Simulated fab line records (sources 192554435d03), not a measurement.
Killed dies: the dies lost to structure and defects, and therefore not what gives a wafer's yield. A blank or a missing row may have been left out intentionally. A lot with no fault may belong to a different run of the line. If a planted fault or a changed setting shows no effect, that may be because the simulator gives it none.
3 desks, one fault / flow n5Finfet / every desk sees just its own numbers, and what lay behind them comes last

## THE METROLOGY DESK
Means of the sampled wafers that have a number, per lot and without regard to the tool the lot ran on: this is what the gauges read. Marked OUT: a lot whose mean sits more than 4 standard deviations from the usual mean, which makes it out of limits; the brackets give that distance.
Columns: A = V12_OVL at N5_BEOL_M13_OVL_MEAS_11, usual -2 nm; B = cdNm at N5_BEOL_M13_CD_MEAS_17, usual 190.1 nm; C = cdNm at N5_BEOL_M13_CD_MEAS_28, usual 209.1 nm; D = M13_OVL at N5_BEOL_M13_OVL_MEAS_29, usual -1 nm
lot=L790; first seen here=day 13 02:26; A=-3; B=191.2; C=209.7; D=1
lot=L788; first seen here=day 13 03:58; A=-4; B=193.5; C=207.6; D=-6
lot=L794; first seen here=day 14 11:59; A=-5; B=187.4; C=210.8; D=12
lot=L798; first seen here=day 15 07:29; A=2; B=188.7; C=208.9; D=-6
lot=L801; first seen here=day 16 11:52; A=6; B=187.0; C=208.8; D=4
lot=L804; first seen here=day 16 19:29; A=5; B=188.3; C=209.5; D=4
This desk's finding: nothing out of limits on any of the 6 lots.

## THE DEFECT DESK
Counts from the inspections along the route, per lot, as means over the sampled wafers that have a number. Marked OUT: a lot whose mean sits more than 4 standard deviations from the usual mean, which makes it out of limits; the brackets give that distance.
Columns: A = rawDefectCount at N5_BEOL_M13_INSPECT_12, usual 2.0; B = rawDefectCount at N5_BEOL_M13_INSPECT_30, usual 1.9
lot=L790; first seen here=day 13 02:28; A=2.0; B=0.3
lot=L788; first seen here=day 13 03:59; A=2.7; B=2.0
lot=L794; first seen here=day 14 12:00; A=2.0; B=1.7
lot=L798; first seen here=day 15 07:31; A=1.0; B=1.0
lot=L801; first seen here=day 16 11:53; A=2.7; B=1.0
lot=L804; first seen here=day 16 19:31; A=1.3; B=0.3
This desk's finding: nothing out of limits on any of the 6 lots.

## THE TOOL OWNER'S DESK: lithoTrack-04
The tool's own readings at N5_BEOL_M13_COAT_22 (resist thk 300 nm): means of the sampled wafers that have a number, for each lot that ran on this tool. Marked OUT: a lot whose mean sits more than 4 standard deviations from the usual mean, which makes it out of limits; the brackets give that distance.
Columns: A = exhaustPa at N5_BEOL_M13_COAT_22, usual 45.0 Pa; B = spinSpeedRpm at N5_BEOL_M13_COAT_22, usual 2887.8 rpm
lot=L788; first seen here=day 13 04:36; A=45.9; B=2888.4
lot=L794; first seen here=day 14 12:37; A=45.0; B=3123.8 (+99 or more) OUT
lot=L798; first seen here=day 15 08:20; A=44.8; B=3123.0 (+99 or more) OUT
This desk's finding: out of limits on L794, L798; first on L794, day 14 12:37 (spinSpeedRpm at N5_BEOL_M13_COAT_22). In limits: L788.

## ALL TOGETHER
At day 14 12:37, on L794, L798, the tool owner's desk was in a position to raise an alarm.
The metrology desk saw nothing out of limits.
No out-of-limits result turned up at the defect desk.
The metrology desk holds a record of L794, L798, inside its limits.
The defect desk has L794, L798 on record, within its limits.
On lithoTrack-04, each named lot ran N5_BEOL_M13_COAT_22.

## WHAT THE SIMULATOR PUT IN
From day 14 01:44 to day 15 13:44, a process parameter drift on lithoTrack-04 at N5_BEOL_M13_COAT_22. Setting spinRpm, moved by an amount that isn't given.
Lots struck among those shown: L794, L798.
Delay in hours, fault start to first out-of-limits reading, by desk: the tool owner's desk at 11.
